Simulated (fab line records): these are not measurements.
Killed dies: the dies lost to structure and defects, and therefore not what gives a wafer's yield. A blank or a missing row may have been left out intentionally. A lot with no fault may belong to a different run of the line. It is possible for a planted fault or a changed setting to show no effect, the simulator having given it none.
Which of the tools did it? | flow n5-finfet | Sampling: 21 lots, 63 wafers, 3 of 1938 route steps

WHAT EACH GAUGE READ, for each wafer
N5_FIN_CUT_OVL_MEAS_09. Usual: FIN_CUT_OVL typically reads -0.7 nm, with standard deviation 0.65.
lot  | measured    | on         | FIN_CUT_OVL (nm) | flag
L074 | day 2 03:46 | overlay-01 | -0.1 -0.1 -0.7   |
L075 | day 2 10:36 | overlay-02 | -1.2 -1.4 -1.1   |
L077 | day 2 21:40 | overlay-01 | -1.5 -0.8 -2.2   |
L078 | day 3 03:37 | overlay-02 | -0.6 -1.1 0.2    |
L080 | day 3 16:26 | overlay-02 | 1.1 -0.1 0.7     |
L081 | day 3 22:39 | overlay-01 | -0.7 -1.0 -0.5   |
L082 | day 4 02:24 | overlay-02 | -1.9 -0.6 0.0    |
L083 | day 4 09:17 | overlay-01 | -1.0 1.1 0.2     |
L084 | day 4 14:34 | overlay-01 | -1.2 -0.8 -1.3   |
L085 | day 4 23:03 | overlay-01 | -0.9 -0.2 -0.7   |
L087 | day 5 11:43 | overlay-02 | -1.3 -1.1 -1.0   |
L088 | day 5 15:55 | overlay-02 | 0.1 -0.3 -0.8    |
L089 | day 5 21:55 | overlay-02 | -0.7 -0.5 -1.0   |
L090 | day 6 03:43 | overlay-01 | -1.9 -0.7 -1.9   |
L091 | day 6 09:21 | overlay-02 | -0.4 -0.3 -1.0   |
L092 | day 6 15:08 | overlay-01 | -0.6 -0.5 -1.3   |
L093 | day 6 21:24 | overlay-01 | -0.4 0.8 0.1     |
L094 | day 7 02:52 | overlay-02 | -0.7 -0.8 -0.2   |
L095 | day 7 08:26 | overlay-01 | -0.6 0.3 0.1     |
L096 | day 7 14:52 | overlay-02 | -0.7 -1.7 -0.9   |
L097 | day 7 20:05 | overlay-01 | -1.1 -1.2 -1.4   |

TOOL THAT RAN EACH LOT (tool first, then ch and the chambers of the sampled wafers, then the start)
lot  | N5_FIN_SAQP_HM_CD_35   | N5_FIN_SAQP_ETCH_64
L074 | cd-sem-02, day 2 03:04 | rie-si-03 ch 0,1,2, day 2 03:07
L075 | cd-sem-02, day 2 09:57 | rie-si-02 ch 0,2, day 2 09:59
L077 | cd-sem-02, day 2 21:01 | rie-si-02 ch 0,2,3, day 2 21:04
L078 | cd-sem-02, day 3 02:57 | rie-si-02 ch 2,3, day 3 03:00
L080 | cd-sem-01, day 3 15:43 | rie-si-02 ch 0,2,3, day 3 15:46
L081 | cd-sem-03, day 3 22:00 | rie-si-05 ch 1,2,3, day 3 22:03
L082 | cd-sem-03, day 4 01:36 | rie-si-05 ch 1,2,3, day 4 01:39
L083 | cd-sem-02, day 4 08:35 | rie-si-05 ch 0,1,3, day 4 08:37
L084 | cd-sem-03, day 4 13:55 | rie-si-03 ch 0,1,3, day 4 13:58
L085 | cd-sem-02, day 4 22:23 | rie-si-03 ch 1,3, day 4 22:26
L087 | cd-sem-02, day 5 11:01 | rie-si-02 ch 1,2, day 5 11:04
L088 | cd-sem-01, day 5 15:14 | rie-si-05 ch 0,2,3, day 5 15:17
L089 | cd-sem-01, day 5 21:16 | rie-si-03 ch 1,3, day 5 21:19
L090 | cd-sem-01, day 6 03:04 | rie-si-02 ch 0,3, day 6 03:07
L091 | cd-sem-03, day 6 08:41 | rie-si-02 ch 0,1, day 6 08:43
L092 | cd-sem-03, day 6 14:29 | rie-si-02 ch 0,1,2, day 6 14:32
L093 | cd-sem-02, day 6 20:45 | rie-si-02 ch 0,1,3, day 6 20:48
L094 | cd-sem-01, day 7 02:10 | rie-si-02 ch 0,1,2, day 7 02:13
L095 | cd-sem-03, day 7 07:40 | rie-si-05 ch 0,2,3, day 7 07:43
L096 | cd-sem-02, day 7 14:03 | rie-si-03 ch 0,1,2, day 7 14:06
L097 | cd-sem-02, day 7 19:25 | rie-si-05 ch 1,3, day 7 19:28
- N5_FIN_SAQP_HM_CD_35: target cd 8 nm.
- N5_FIN_SAQP_ETCH_64: etches SiO2 in CF4, target depth 1.5 nm.

WHAT THE TOOLS THEMSELVES READ (means of the sampled wafers that have a number; where no wafer has one, the mark that the record gives instead)
N5_FIN_SAQP_HM_CD_35. Usual: 8.10 nm for cd-nm, sd 0.25.
lot  | tool      | cd-nm (nm) | flag
L074 | cd-sem-02 | 8.17       |
L075 | cd-sem-02 | 8.10       |
L077 | cd-sem-02 | 8.09       |
L078 | cd-sem-02 | 8.43       |
L080 | cd-sem-01 | 8.08       |
L081 | cd-sem-03 | 7.75       |
L082 | cd-sem-03 | 8.29       |
L083 | cd-sem-02 | 8.18       |
L084 | cd-sem-03 | 8.21       |
L085 | cd-sem-02 | 8.24       |
L087 | cd-sem-02 | 8.11       |
L088 | cd-sem-01 | 7.96       |
L089 | cd-sem-01 | 8.36       |
L090 | cd-sem-01 | 7.92       |
L091 | cd-sem-03 | 8.16       |
L092 | cd-sem-03 | 7.90       |
L093 | cd-sem-02 | 8.20       |
L094 | cd-sem-01 | 8.02       |
L095 | cd-sem-03 | 8.30       |
L096 | cd-sem-02 | 7.88       |
L097 | cd-sem-02 | 7.95       |

N5_FIN_SAQP_ETCH_64. Usual: chamber-pressure-mTorr 9.999 mTorr, standard deviation 0.0088; drypump-motor-current-A 5.9 A, standard deviation 0.53; he-backside-leak-sccm 2.8 sccm, standard deviation 0.31; oes-product-au 0.995 a.u., standard deviation 0.019; throttle-valve-pct 21.82 %, standard deviation 0.15.
lot  | tool      | chamber-pressure-mTorr (mTorr) | drypump-motor-current-A (A) | he-backside-leak-sccm (sccm) | oes-product-au (a.u.) | throttle-valve-pct (%) | flag
L074 | rie-si-03 | 9.995                          | 5.6                         | 2.4                          | 1.009                 | 21.85                  |
L075 | rie-si-02 | 9.996                          | 5.7                         | 2.7                          | 1.005                 | 21.72                  |
L077 | rie-si-02 | 10.004                         | 5.7                         | 2.6                          | 0.992                 | 21.77                  |
L078 | rie-si-02 | 10.002                         | 5.7                         | 2.7                          | 0.991                 | 21.83                  |
L080 | rie-si-02 | 10.001                         | 5.7                         | 2.6                          | 1.002                 | 21.77                  |
L081 | rie-si-05 | 9.996                          | 6.1                         | 2.6                          | 0.999                 | 21.79                  |
L082 | rie-si-05 | 10.000                         | 6.1                         | 2.7                          | 1.003                 | 21.79                  |
L083 | rie-si-05 | 9.998                          | 6.2                         | 2.8                          | 1.009                 | 21.80                  |
L084 | rie-si-03 | 10.001                         | 6.2                         | 2.6                          | 0.996                 | 21.87                  |
L085 | rie-si-03 | 9.999                          | 6.4                         | 2.5                          | 0.975                 | 21.77                  |
L087 | rie-si-02 | 9.994                          | 5.4                         | 3.2                          | 0.990                 | 21.91                  |
L088 | rie-si-05 | 9.998                          | 5.9                         | 2.9                          | 1.003                 | 21.80                  |
L089 | rie-si-03 | 9.995                          | 6.5                         | 2.6                          | 0.969                 | 21.79                  |
L090 | rie-si-02 | 9.996                          | 6.2                         | 2.8                          | 0.993                 | 21.68                  |
L091 | rie-si-02 | 10.000                         | 5.9                         | 3.2                          | 0.986                 | 21.84                  |
L092 | rie-si-02 | 10.002                         | 5.6                         | 2.9                          | 0.989                 | 21.81                  |
L093 | rie-si-02 | 10.003                         | 6.0                         | 2.9                          | 0.984                 | 21.78                  |
L094 | rie-si-02 | 9.994                          | 5.5                         | 2.9                          | 0.991                 | 21.81                  |
L095 | rie-si-05 | 9.995                          | 5.9                         | 2.8                          | 0.999                 | 21.80                  |
L096 | rie-si-03 | 9.998                          | 5.7                         | 2.4                          | 1.007                 | 21.84                  |
L097 | rie-si-05 | 9.993                          | 6.3                         | 2.5                          | 1.005                 | 21.80                  |

THE ANSWER, worked out from the rows above alone
Rule: take the mean of a lot's wafers that have a number; if it is more than 3 standard deviations from the usual mean, the lot is off. A lot without any number at a reading at which 4 lots or more have one is off too. Any other lot the step has rows for is counted as sound. Order of review: gauges by route order, followed by the tools' own readings, for which a lot's mean as printed above is used. At the first step where some lot is off, the reading lying furthest off is the one used; lots without a number count as furthest.
No lot is off at any reading shown: from this, nothing can be told.

WHAT THE SIMULATOR PUT IN
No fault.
